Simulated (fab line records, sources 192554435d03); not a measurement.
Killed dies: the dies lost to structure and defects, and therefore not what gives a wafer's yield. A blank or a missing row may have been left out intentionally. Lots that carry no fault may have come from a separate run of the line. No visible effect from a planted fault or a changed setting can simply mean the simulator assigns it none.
Lot-split experiment    flow n5 finfet    21 wafers read from 7 lots, route of 1938 steps

== ON THE SPLIT ==
At N5_PMOS_HMC_CHANNEL_EPI_ETCH_38 (etches SiO2 in CF4, target depth 1.5 nm), the setting bias w was moved away from the recipe's 400 W on 2 of the 21 wafers read, by +9.4% to +13.0%. For the rest of the wafers, this setting stayed at what the recipe calls for.

Reading taken at the split's own step.

== THE READING ==
etch.depth nm (the simulator's own value, which no gauge read), in nm, at N5_PMOS_HMC_CHANNEL_EPI_ETCH_38 (etches SiO2 in CF4, target depth 1.5 nm). The file does not state a usual value for it. Average 1.491 nm, standard deviation 0.014 nm, over the 19 wafers here run with the recipe.

wafer   tool, chamber at the split  bias w as run, W  against the recipe  etch.depth nm, nm  against lot-mates on the recipe
L079.1  rie si-04, 3                400               recipe              1.492              -
L079.2  rie si-04, 2                400               recipe              1.506              -
L079.5  rie si-04, 0                400               recipe              1.496              -
L081.1  rie si-05, 1                400               recipe              1.484              -
L081.4  rie si-05, 2                400               recipe              1.504              -
L081.5  rie si-05, 0                400               recipe              1.477              -
L082.2  rie si-05, 0                437.5             +9.4%               1.517              +0.050
L082.4  rie si-05, 1                400               recipe              1.47               -
L082.5  rie si-05, 0                400               recipe              1.464              -
L086.1  rie si-04, 1                400               recipe              1.51               -
L086.5  rie si-04, 1                452.1             +13.0%              1.56               +0.058
L086.6  rie si-04, 2                400               recipe              1.494              -
L087.1  rie si-05, 0                400               recipe              1.464              -
L087.2  rie si-05, 2                400               recipe              1.487              -
L087.5  rie si-05, 1                400               recipe              1.491              -
L090.1  rie si-04, 2                400               recipe              1.504              -
L090.5  rie si-04, 0                400               recipe              1.491              -
L090.6  rie si-04, 3                400               recipe              1.487              -
L096.2  rie si-04, 1                400               recipe              1.504              -
L096.5  rie si-04, 2                400               recipe              1.509              -
L096.6  rie si-04, 3                400               recipe              1.498              -

THE FIT
A straight line over all 21 wafers: etch.depth nm changes by +0.00444 nm for each +1% of bias w; r = +0.73; the points scatter about the line by 0.015 nm.
The same after taking each lot's own level away (the mean of its wafers on the recipe; 21 wafers): +0.00475 nm for each +1%; r = +0.89; scatter 0.0084 nm.
On that fit, the largest move of bias w shifts the reading by 0.062 nm.
The span of the lots' own levels, 1.4670 to 1.5037 nm, comes to 2.6 times the standard deviation stated above.
So the lot-to-lot level blurs the effect unless lot-mates are compared.
Check: +0.0695 nm against its lot-mates is what the line predicts for one of the wafers moved furthest among these (+13.0%) when that wafer is left out of the fit. It came out at +0.058 nm against them.

== FURTHER SPLITS ON THESE WAFERS ==
Before the reading, these wafers also passed through other splits. Each is held against what the fit with the lots' levels taken away leaves over:
other split on the same wafers             wafers away from the commonest value  r with etch.depth nm (lot level and that fit taken away)
N5_ZERO_LAYER_COAT_05 spin rpm             6                                     -0.33
N5_ZERO_LAYER_DEVELOP_10 develop time s    6                                     +0.19
N5_PMOS_HMC_CHANNEL_EPI_PEB_07 peb time s  4                                     -0.15

== THE FILE'S OWN FIT ==
etch.depth nm changes by +0.00472 nm for each +1% of bias w, r = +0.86.
